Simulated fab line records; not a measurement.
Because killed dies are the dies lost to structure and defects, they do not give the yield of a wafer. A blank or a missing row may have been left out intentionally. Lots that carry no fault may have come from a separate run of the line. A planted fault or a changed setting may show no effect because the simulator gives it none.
Comparing a struck lot with a sound one	flow nand-harc	14 out of 1302 route steps
Sound: these wafers, L629.1, L629.3, L629.4. Struck: wafer L621.5. (L621.3, L621.6 of the same lot were not struck and are left out.) The cause comes at the end.
Per side, at each step with rows, come the tool, then ch with its chambers, and then its first start. Under that, the readings that differ: sound wafers	struck wafers	difference of the means	sigmas: that difference in standard deviations of wafers without a fault.
alike: a reading whose means differ by less than 2 such deviations, as well as words and numbers matching on both sides. not compared: withheld readings; readings where some wafer has no value; bounds like >300 that might hide an equal value; numbers whose values overlap and for which the record gives no deviation.
The two part at a step that has a row with sigmas, a row that says differs or no value, or rows on one side only. When numbers do not overlap yet have no deviation, they are printed without sigmas and do not part them. A reading missing from all wafers of one side parts the sides only when that side holds two or more wafers.

first, 3 steps without rows for these wafers: NHARC_A_CHANNEL_HOLE_D1_STRIP_41 (strips in N2/H2); NHARC_A_CHANNEL_HOLE_D1_STRIP_42 (strips in CF4/CHF3); NHARC_A_CHANNEL_HOLE_D1_STRIP_43 (strips in O2/COS).
NHARC_A_CHANNEL_HOLE_D1_ETCH_44: etches the open film in CF4/O2, target depth 140 nm, overetch 14 nm, time 77 s.
  sound on rie-diel-11 ch 0,3, day 16 23:58; struck on rie-diel-02 ch 2, day 13 08:57
reading	sound	struck	difference	sigmas
oes-product-au (a.u.)	0.996 0.994 0.983	1.020	+0.029	+3
  alike: drypump-motor-current-A, rf-vpp-V, showerhead-plenum-p-Torr, throttle-valve-pct
  not compared: rf-hours-counter-h
NHARC_A_CHANNEL_HOLE_D1_STRIP_27: strips in O2.
  sound on rie-diel-11 ch 0,2,3; struck on rie-diel-02 ch 0
  alike: drypump-motor-current-A, oes-product-au, rf-vpp-V, showerhead-plenum-p-Torr, throttle-valve-pct
  not compared: rf-hours-counter-h
then, 2 steps without rows for these wafers: NHARC_A_CHANNEL_HOLE_D1_PRECLEAN_28 (cleans in SC1); NHARC_A_CHANNEL_HOLE_D1_SRD_29.
NHARC_A_CHANNEL_HOLE_D1_CD_MEAS_30:
  sound on cd-sem-02, day 17 00:52; struck on cd-sem-03, day 13 09:44
  alike: cd-nm
NHARC_A_CHANNEL_HOLE_D1_XSEM_31:
  sound on xsem-02 ch 0, day 17 00:57; struck on xsem-01 ch 0, day 13 09:50
  alike: bot-cd-nm, bow-nm, tilt-deg
NHARC_A_CHANNEL_HOLE_D1_INSPECT_40:
  sound on defect-inspect-02, day 17 01:03; struck on defect-inspect-02, day 13 09:55
  alike: raw-defect-count
then, 2 steps without rows for these wafers: NHARC_A_CHANNEL_FILL_D1_PRECLEAN_00 (cleans in SC1); NHARC_A_CHANNEL_FILL_D1_SRD_01.
NHARC_A_CHANNEL_FILL_D1_ALD_02: deposits SiO2, target thk 6 nm, pulse time 10 s, ald cycles 60.
  sound on ald-hk-01 ch 0,2,3, day 17 01:15; struck on ald-hk-01 ch 2, day 13 10:08
reading	sound	struck	difference	sigmas
ald-cycles	60 60 60	71	+11	
  alike: heater-power-w, precursor-pulse-height-rel
NHARC_A_CHANNEL_FILL_D1_ALD_03: deposits SiNx, target thk 6 nm, pulse time 60 s, ald cycles 58.
  sound on ald-sin-batch-03 ch 0; struck on ald-sin-batch-02 ch 0
  alike: chamber-pressure-Torr, precursor-pulse-height-rel
  not compared: ald-cycles

== WHERE THEY PART ==
At NHARC_A_CHANNEL_HOLE_D1_ETCH_44 and nowhere else, as far as this record goes. Later steps at which nothing parts them and some readings are alike: NHARC_A_CHANNEL_HOLE_D1_STRIP_27, NHARC_A_CHANNEL_HOLE_D1_CD_MEAS_30, NHARC_A_CHANNEL_HOLE_D1_XSEM_31, NHARC_A_CHANNEL_HOLE_D1_INSPECT_40, NHARC_A_CHANNEL_FILL_D1_ALD_02, NHARC_A_CHANNEL_FILL_D1_ALD_03.

WHY: whatever the simulator had introduced
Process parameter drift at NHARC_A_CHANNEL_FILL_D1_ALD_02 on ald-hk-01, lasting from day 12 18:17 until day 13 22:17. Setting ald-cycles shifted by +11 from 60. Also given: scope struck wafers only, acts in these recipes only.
